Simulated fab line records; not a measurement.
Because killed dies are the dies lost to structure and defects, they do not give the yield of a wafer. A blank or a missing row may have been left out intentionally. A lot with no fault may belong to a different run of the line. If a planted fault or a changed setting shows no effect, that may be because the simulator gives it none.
3 desks, one fault	flow n5 finfet	numbers are kept per desk, each desk with only its own; the story behind them comes last

== THE METROLOGY DESK ==
What the gauges read for every lot (on any tool): the sampled wafers with a number, averaged. A lot is out of limits, marked OUT, if its mean lies more than 4 standard deviations from the usual mean; the brackets give that distance.
Columns: A = V14_OVL at N5_BEOL_M15_OVL_MEAS_11, usual -5 nm; B = cd nm at N5_BEOL_M15_CD_MEAS_17, usual 361.8 nm; C = cd nm at N5_BEOL_M15_CD_MEAS_28, usual 406.7 nm; D = M15_OVL at N5_BEOL_M15_OVL_MEAS_29, usual 5 nm
lot	first seen here	A	B	C	D
L202	day 12 17:52	-8	363.5	405.0	-3
L210	day 14 12:23	-7	363.6	409.3	-7
L213	day 15 14:12	-2	362.8	407.4	11
L218	day 15 21:53	-6	358.5	406.2	9
L220	day 16 23:40	-7	363.3	406.1	1
L222	day 17 05:55	-5	361.2	403.9	-0
This desk's verdict: no lot among the 6 shows anything out of limits.

== DESK OF THE TOOL OWNER: litho track-05 ==
The tool's own readings at N5_BEOL_M15_COAT_60 (time 60 s, resist thk 89 nm): means of the sampled wafers that have a number, for each lot that ran on this tool. A lot is out of limits, marked OUT, if its mean lies more than 4 standard deviations from the usual mean; the brackets give that distance.
Columns: A = dispense pressure kPa at N5_BEOL_M15_COAT_60, usual 53 kPa; B = exhaust pa at N5_BEOL_M15_COAT_60, usual 44.9 Pa; C = spin speed rpm at N5_BEOL_M15_COAT_60, usual 1500.1 rpm
lot	first seen here	A	B	C
L202	day 12 19:20	52	45.1	1500.7
L213	day 15 15:25	52	45.0	1560.8 (+61) OUT
L218	day 15 23:10	52	44.8	1560.8 (+61) OUT
This desk's verdict: out of limits on L213, L218, starting with L213 at day 15 15:25 (spin speed rpm at N5_BEOL_M15_COAT_60). L202: within limits.

== THE DEFECT DESK ==
Counts from the inspections along the route, per lot, as means over the sampled wafers that have a number. A lot is out of limits, marked OUT, if its mean lies more than 4 standard deviations from the usual mean; the brackets give that distance.
Columns: A = raw defect count at N5_BEOL_M15_INSPECT_12, usual 1.9; B = raw defect count at N5_BEOL_M15_INSPECT_30, usual 2.0
lot	first seen here	A	B
L202	day 12 17:53	0.7	2.0
L210	day 14 12:24	2.0	2.3
L213	day 15 14:13	1.3	3.0
L218	day 15 21:54	1.0	1.7
L220	day 16 23:41	2.0	2.7
L222	day 17 05:57	2.7	1.7
This desk's verdict: no lot among the 6 shows anything out of limits.

== ALL TOGETHER ==
At day 15 15:25, on L213, L218, the tool owner's desk was in a position to raise an alarm.
Nothing out of limits was seen by the metrology desk.
The defect desk saw nothing out of limits.
The metrology desk has L213, L218 on record, within its limits.
The defect desk has L213, L218 on record, within its limits.
N5_BEOL_M15_COAT_60 was run on litho track-05 by each of the lots named.

== WHAT HAD BEEN PUT IN BY THE SIMULATOR ==
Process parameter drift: litho track-05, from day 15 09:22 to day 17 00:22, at N5_BEOL_M15_COAT_60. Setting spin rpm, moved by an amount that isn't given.
Struck lots among those shown: L213, L218.
Each desk's first reading out of limits, in hours after the fault started: the tool owner's desk, 6.
